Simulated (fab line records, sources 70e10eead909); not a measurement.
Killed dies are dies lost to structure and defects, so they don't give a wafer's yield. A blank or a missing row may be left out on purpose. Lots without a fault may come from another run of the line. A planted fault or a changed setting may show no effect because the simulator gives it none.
Chamber matching | flow nand_harc | NHARC_P_M1_PRE_CLEAN_32 on pecvd-04: 3 sister chambers
The step time 12 s. 3 wafers are shown with their chamber, then 9 later ones without.

WAFERS WITH THEIR CHAMBER
wafer  | chamber | heater_power_w (W)
L084.4 | 0       | 576
L083.3 | 1       | 633
L083.4 | 2       | 852

WAFERS WITHOUT THEIR CHAMBER
wafer  | heater_power_w (W)
L086.1 | 610
L086.4 | 623
L086.6 | 605
L087.1 | 571
L087.4 | 611
L087.6 | 598
L091.3 | 703
L091.4 | 599
L091.5 | 712

WHICH CHAMBER EACH WENT THROUGH
wafer  | from the rows above          | in truth
L086.1 | can't be placed: 1 or 0      | 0
L086.4 | can't be placed: 1 or 0      | 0
L086.6 | can't be placed: 1 or 0      | 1
L087.1 | can't be placed: 0 or 1      | 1
L087.4 | can't be placed: 1 or 0      | 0
L087.6 | can't be placed: 0 or 1      | 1
L091.3 | can't be placed: 1 or 0 or 2 | 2
L091.4 | can't be placed: 0 or 1      | 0
L091.5 | can't be placed: 1 or 0 or 2 | 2
Placed correctly: 0 of 9. Can't be placed from these rows: 9 (the true chamber is among the candidates in 9). Placed wrongly: 0.
How it was worked out, from the rows above alone: a wafer's distance from a chamber is the root of the sum, over the readings, of the square of ((its reading less the chamber's mean) divided by the reading's scatter). The wafer belongs to the nearest chamber; if the next one is less than 2 further off, it can't be placed. A chamber's mean is the mean of its shown wafers. The scatter: with one shown wafer a chamber, the root of the mean of the squares of how far each hidden wafer lies from its nearest shown one.
